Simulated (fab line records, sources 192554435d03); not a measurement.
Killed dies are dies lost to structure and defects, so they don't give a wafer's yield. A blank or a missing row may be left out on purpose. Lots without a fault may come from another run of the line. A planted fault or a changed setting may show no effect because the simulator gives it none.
fab line records | flow n5_finfet
record lots=11 wafers=33 last_day=18
route steps=1938 shown MIM_TOP@1836 MIM_TOP_ETCH@1852 MIM_BOT_ETCH@1867 PASSIVATION@1936
lots that met no fault: from a run of the same line without faults
start_h: hours from the record's first day to the start of the lot's first wafer shown | wait_h: hours since the lot's step before | " the same as in the row above | L1.1+2: a row that stands for several wafers | - no value, or no start given | * or withheld: withheld | < > ~ a bound
route shown NAME@n: a module of which the file shows steps, and the number in the route of the first | usual: mean/standard deviation of fault-free wafers | same: alike in all rows | chamber/n: place in a boat | sites: the reading at each site | _std_site: their standard deviation | _edge_site: outer sites' mean less inner sites' | radius_mm: how far each site lies from the wafer's centre | mask NAME#n: copy n | behind: the tool/chamber that last shaped the wafer | hold: why the lot was held/for how many hours/how that ended | device: the transistor (n, p or np) that didn't switch | end of line: the same wafers' tests at the end of the route | a step without rows: its recipe alone | killed: dies lost to structure and defects at the first sort, not the wafer's yield | map: a wafer's dies, x killed, . not, _ none there
set.NAME: the setting as run; set.NAME@STEP: as run at that earlier step | model.NAME: the simulator's own value behind a step, which no gauge read
steps of the route over a sample of lots; a table a step, a row a wafer
services: from which hour (start_h, from the record's first day; less than 0 if before it) a tool's chamber was out of use, for how many hours, and why
## steps
# step N5_MIM_TOP_ALD_02
# recipe material=Al2O3 target_thk_a=* temp_c=withheld ald_precursor_family=TMA ald_co_reactant=O3 pulse_time_s=withheld purge_time_s=3 co_reactant_purge_time_s=withheld co_reactant_pulse_time_s=3 ald_cycles=withheld
# usual precursor_pulse_height_rel=0.998/0.021
# columns lot.wafer tool chamber start_h wait_h precursor_pulse_height_rel
L114.3 ald_hk-02 1 - - 1.039
L114.5 " 1 " " 1.000
L114.6 " 2 " " 1.011
L115.2 ald_hk-02 2 - - 0.983
L115.4 " 3 " " 0.979
L115.6 " 2 " " 0.964
L119.1 ald_hk-03 1 - - 1.006
L119.2 " 3 " " 0.973
L119.3 " 2 " " 1.012
L117.1 ald_hk-02 3 - - 0.962
L117.4 " 0 " " 0.991
L117.6 " 2 " " 1.008
L120.1 ald_hk-01 0 - - 1.030
L120.3 " 1 " " 0.984
L120.6 " 0 " " 0.978
L121.1 ald_hk-03 0 - - 0.999
L121.2 " 2 " " 0.986
L121.5 " 1 " " 0.985
L123.2 ald_hk-01 0 - - 0.989
L123.4 " 2 " " 1.021
L123.6 " 0 " " 0.976
L122.3 ald_hk-03 2 - - 1.013
L122.4 " 3 " " 1.000
L122.6 " 2 " " 0.998
L130.3 ald_hk-03 2 - - 0.990
L130.4 " 0 " " 1.026
L130.6 " 0 " " 0.977
L133.1 ald_hk-03 3 - - 0.989
L133.4 " 2 " " 1.006
L133.6 " 2 " " 1.023
L137.1 ald_hk-02 3 - - 0.992
L137.5 " 3 " " 1.019
L137.6 " 2 " " 0.966
# step N5_MIM_TOP_SPUTTER_03
# recipe material=TiN target_thk_a=350 temp_c=200 power_w=3000 chamber_pressure_pa=0.49996 gas=Ar reactive_partial_pa=0.37997 time_s=89.7
# usual throttle_valve_pct=29.9/0.9
# columns lot.wafer tool chamber start_h wait_h throttle_valve_pct
L114.3 pvd_sputter-01 - 252.29 0.0 30.2
L114.5 " - " " 30.3
L114.6 " - " " 30.3
L115.2 pvd_sputter-01 - 257.16 0.0 30.5
L115.4 " - " " 30.5
L115.6 " - " " 30.3
L119.1 pvd_sputter-01 - 280.90 0.0 29.2
L119.2 " - " " 30.4
L119.3 " - " " 29.2
L117.1 pvd_sputter-03 - 283.77 0.0 30.4
L117.4 " - " " 31.2
L117.6 " - " " 31.1
L120.1 pvd_sputter-03 - 290.29 0.0 29.9
L120.3 " - " " 28.8
L120.6 " - " " 30.7
L121.1 pvd_sputter-01 - 299.35 0.0 30.2
L121.2 " - " " 29.5
L121.5 " - " " 30.0
L123.2 pvd_sputter-03 - 305.59 0.0 30.1
L123.4 " - " " 29.0
L123.6 " - " " 31.1
L122.3 pvd_sputter-03 - 313.41 0.0 30.1
L122.4 " - " " 30.9
L122.6 " - " " 28.7
L130.3 pvd_sputter-03 - 380.38 0.0 31.5
L130.4 " - " " 30.1
L130.6 " - " " 30.2
L133.1 pvd_sputter-03 - 381.43 0.0 29.0
L133.4 " - " " 30.5
L133.6 " - " " 31.2
L137.1 pvd_sputter-02 - 423.26 0.0 28.3
L137.5 " - " " 31.4
L137.6 " - " " 27.9
# step N5_MIM_TOP_ETCH_STRIP_01
# recipe chemistry=O2 power_w=600 temp_c=60 pressure_mtorr=30 rf_frequency_hz=6e+07 bias_power_w=0 overash_fraction=0.5 o2_flow_sccm=225
# usual drypump_motor_current_A=5.5/0.39 oes_product_au=0.84/0.12 rf_vpp_V=3.8/1.3 showerhead_plenum_p_Torr=2.10/0.069 throttle_valve_pct=16.70/0.27
# columns lot.wafer tool chamber start_h wait_h drypump_motor_current_A oes_product_au rf_hours_counter_h rf_vpp_V showerhead_plenum_p_Torr throttle_valve_pct
L114.3 rie_diel-03 0 253.26 0.1 5.7 0.69 245 5.3 2.14 17.13
L114.5 " 1 " " 5.7 0.73 - 3.1 2.01 17.02
L114.6 " 0 " " 5.6 0.72 - 5.6 2.14 17.12
L115.2 rie_diel-02 1 258.16 0.4 6.3 0.73 212 3.1 2.06 16.56
L115.4 " 3 " " 5.5 0.85 66 3.7 2.25 16.61
L115.6 " 2 " " 5.6 0.73 - 5.9 1.99 16.81
L119.1 rie_diel-03 2 281.80 0.3 5.3 1.00 5 3.2 2.14 16.50
L119.2 " 3 " " 5.0 0.72 231 5.3 2.07 16.95
L119.3 " 1 " " 5.7 0.72 215 4.8 2.01 17.06
L117.1 rie_diel-02 1 284.65 0.2 6.2 0.72 220 3.8 2.06 16.61
L117.4 " 2 " " 5.5 0.69 246 4.0 1.99 16.85
L117.6 " 0 " " 5.2 0.80 - 3.5 2.07 16.73
L120.1 rie_diel-03 3 291.46 0.1 5.1 0.72 234 4.5 2.07 16.96
L120.3 " 0 " " 5.6 1.02 2 3.3 2.14 16.59
L120.6 " 3 " " 5.1 0.71 - 2.9 2.07 16.95
L121.1 rie_diel-03 0 300.18 0.1 5.6 1.02 5 4.0 2.14 16.60
L121.2 " 1 " " 5.7 0.71 221 5.4 2.01 17.16
L121.5 " 0 " " 5.6 0.99 - 4.4 2.14 16.60
L123.2 rie_diel-01 0 306.32 0.1 5.6 0.83 71 3.9 2.10 16.36
L123.4 " 1 " " 6.6 0.94 5 3.9 2.23 16.03
L123.6 " 2 " " 5.7 0.94 - 2.9 2.08 16.82
L122.3 rie_diel-03 0 314.26 0.1 5.6 0.96 8 3.2 2.14 16.61
L122.4 " 2 " " 5.3 0.96 14 3.8 2.14 16.48
L122.6 " 2 " " 5.3 0.98 - 3.4 2.14 16.54
L130.3 rie_diel-02 2 381.29 0.3 5.6 0.90 14 4.4 2.25 16.31
L130.4 " 1 " " 6.3 0.70 - 1.5 2.05 16.68
L130.6 " 2 " " 5.6 0.92 - 3.2 2.25 16.31
L133.1 rie_diel-03 0 382.28 0.1 5.6 0.95 27 3.7 2.13 16.64
L133.4 " 2 " " 5.3 0.92 34 3.6 2.13 16.45
L133.6 " 2 " " 5.3 0.92 - 5.4 2.13 16.53
L137.1 rie_diel-02 0 423.97 0.1 5.2 0.76 111 3.4 2.05 16.81
L137.5 " 1 " " 6.2 0.98 - 2.1 2.04 16.23
L137.6 " 2 " " 5.6 0.88 - 3.1 2.24 16.39
# step N5_MIM_BOT_ETCH_ETCH_03
# recipe chemistry=Cl2/BCl3 target_depth_a=120 pressure_mtorr=8 icp_w=800 bias_w=100 Cl2_flow_sccm=20 bcl3_flow_sccm=80
# usual bias_w=100.00/0.29 drypump_motor_current_A=5.55/0.2 oes_product_au=0.80/0.066 throttle_valve_pct=27.68/0.24
# columns lot.wafer tool chamber start_h wait_h bias_w drypump_motor_current_A oes_product_au rf_hours_counter_h throttle_valve_pct
L114.3 rie_metal-01 1 253.95 0.1 99.93 5.61 0.85 - 27.48
L114.5 " 1 " " 99.81 5.59 0.84 - 27.46
L114.6 " 0 " " 100.41 5.85 0.75 - 27.49
L115.2 rie_metal-02 0 258.95 0.1 100.39 5.50 0.89 3 27.54
L115.4 " 0 " " 100.28 5.50 0.90 - 27.54
L115.6 " 1 " " 99.95 5.35 0.85 - 27.98
L119.1 rie_metal-02 1 282.46 0.1 99.68 5.31 0.84 28 27.96
L119.2 " 0 " " 100.35 5.49 0.88 5 27.55
L119.3 " 1 " " 100.23 5.32 0.85 - 27.97
L117.1 rie_metal-03 1 285.32 0.1 100.14 5.50 0.65 117 28.10
L117.4 " 1 " " 99.88 5.49 0.65 - 28.11
L117.6 " 1 " " 99.91 5.50 0.66 - 28.10
L120.1 rie_metal-03 1 292.42 0.1 99.95 5.49 0.65 118 28.11
L120.3 " 1 " " 99.75 5.48 0.65 - 28.11
L120.6 " 1 " " 100.24 5.48 0.65 - 28.11
L121.1 rie_metal-02 0 300.84 0.1 99.90 5.50 0.87 7 27.54
L121.2 " 1 " " 100.18 5.31 0.85 30 27.98
L121.5 " 1 " " 99.76 5.33 0.85 - 27.96
L123.2 rie_metal-02 1 306.99 0.1 99.67 5.33 0.84 30 27.97
L123.4 " 1 " " 99.89 5.32 0.85 - 27.99
L123.6 " 0 " " 99.99 5.51 0.87 - 27.54
L122.3 rie_metal-03 1 315.19 0.1 99.68 5.50 0.64 - 28.09
L122.4 " 0 " " 99.89 5.19 0.76 - 27.52
L122.6 " 1 " " 99.66 5.51 0.64 - 28.11
L130.3 rie_metal-02 1 382.24 0.1 93.72 5.34 0.81 - 28.00
L130.4 " 0 " " 93.74 5.51 0.82 - 27.56
L130.6 " 0 " " 93.67 5.48 0.82 - 27.54
L133.1 rie_metal-02 0 382.94 0.1 93.73 5.47 0.83 14 27.57
L133.4 " 1 " " 93.35 5.34 0.81 - 27.97
L133.6 " 0 " " 93.81 5.47 0.82 - 27.57
L137.1 rie_metal-01 0 424.78 0.1 100.55 5.91 0.72 65 27.52
L137.5 " 1 " " 100.15 5.62 0.80 - 27.48
L137.6 " 0 " " 99.93 5.94 0.72 - 27.52
# step N5_PASSIVATION_PROBE_49
# usual defect_limited_yield=91.1/1.5 killed_at_M0_to_M3=37/11 killed_at_M4_up=13/5.6 killed_at_contacts=12/5.6 killed_at_front_end=39/11 killed_at_other=4/3.1 killed_dies=105/18 killed_open=69/13 killed_short=35/7.4 sort_bin_4_leakage=0.00/0.022 sort_bin_5_function=5.1/0.92 sort_bin_6_memory=3.4/0.76 sort_bin_8_speed=0.02/0.11 sort_n_pass=1075/18 sort_yield_pct=91.1/1.5
# same gross_dies=1180 killed_at_back_side=0
# columns lot.wafer tool chamber start_h wait_h defect_limited_yield[%] killed_at_M0_to_M3 killed_at_M4_up killed_at_contacts killed_at_front_end killed_at_other killed_dies killed_open killed_short sort_bin_4_leakage[%] sort_bin_5_function[%] sort_bin_6_memory[%] sort_bin_8_speed[%] sort_n_pass sort_yield_pct[%]
L133.1 prober-02 - 391.82 0.0 87.7 68 7 11 53 6 145 104 41 0 7.5 4.2 0 1035 87.7
L133.4 prober-02 - 391.97 0.2 88.2 48 21 14 51 5 139 94 43 0 7.5 3.6 0 1041 88.2
L133.6 prober-02 - 392.07 0.3 90.8 42 22 7 37 0 108 71 37 0 5.8 2.8 0 1072 90.8
# killed by level:class
L133.1 STI_FIN_REVEAL:geometric_particle:open=22 BEOL_M1:geometric_particle:open=16 BEOL_M0_SAQP:geometric_particle:short=12 BEOL_M2:geometric_particle:open=11 BEOL_M0_SAQP:geometric_particle:open=10 FIN_SAQP:geometric_particle:open=9 DUMMY_GATE:geometric_particle:open=9 BEOL_M3:geometric_particle:open=9
L133.4 FIN_SAQP:geometric_particle:open=17 BEOL_M0_SAQP:geometric_particle:open=13 BEOL_M0_SAQP:geometric_particle:short=12 DUMMY_GATE:geometric_particle:open=12 MOL_CONTACT_COAG:geometric_particle:open=12 BEOL_M4:geometric_particle:open=10 FIN_SAQP:geometric_particle:short=7 STI_FIN_REVEAL:geometric_particle:open=7
L133.6 BEOL_M4:geometric_particle:open=10 BEOL_M2:geometric_particle:short=9 BEOL_M0_SAQP:geometric_particle:open=8 BEOL_M1:geometric_particle:open=8 FIN_SAQP:geometric_particle:open=7 STI_FIN_REVEAL:geometric_particle:open=7 GATE_CUT:geometric_particle:short=6 MOL_CONTACT_COAG:geometric_particle:open=6
## services
# columns tool chamber start_h hours kind
rie_metal-02 - 233.44 1.1 repair
rie_diel-01 2 237.75 12.4 repair
rie_metal-03 0 240.05 54.4 repair
rie_diel-03 2 244.14 - clean
rie_diel-03 2 244.14 - consumable_replace:focus_ring
rie_diel-03 2 244.14 16.8 scheduled_down
ald_hk-03 - 263.71 0.5 repair
rie_diel-02 2 301.04 12.7 repair
ald_hk-02 - 304.52 1.6 repair
pvd_sputter-02 - 311.06 2.8 repair
rie_metal-01 1 320.81 10.9 repair
rie_diel-01 1 326.94 2.6 repair
ald_hk-03 - 332.44 4.2 repair
rie_diel-02 1 334.58 3.1 repair
rie_metal-02 1 343.36 2.2 repair
ald_hk-03 - 346.45 8.7 pm
pvd_sputter-03 - 348.61 9.2 repair
rie_diel-02 3 379.35 6.9 repair
rie_diel-01 - 381.04 0.8 repair
rie_diel-01 1 387.40 9.6 repair
pvd_sputter-02 - 408.90 9.1 repair
rie_diel-03 2 414.03 17.4 repair
pvd_sputter-03 - 417.42 3.6 repair
ald_hk-02 - 417.74 1.1 repair
## key
first_sign step=N5_MIM_BOT_ETCH_ETCH_03 reading=bias_w direction=down sigmas=22 usual=* struck=*
effect none on later readings
met_at N5_MIM_BOT_ETCH_ETCH_03
struck_lots L130,L133
not_acting_at N5_MIM_TOP_ALD_02,N5_MIM_TOP_SPUTTER_03,N5_MIM_TOP_ETCH_STRIP_01
onset_between 306.99 382.24
fault kind=process_parameter_drift tool=rie_metal-02 chamber=- onset_h=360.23 steps=N5_MIM_BOT_ETCH_ETCH_03 channel=bias_w offset=* shape=step end_h=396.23 acts_in=* stated=*
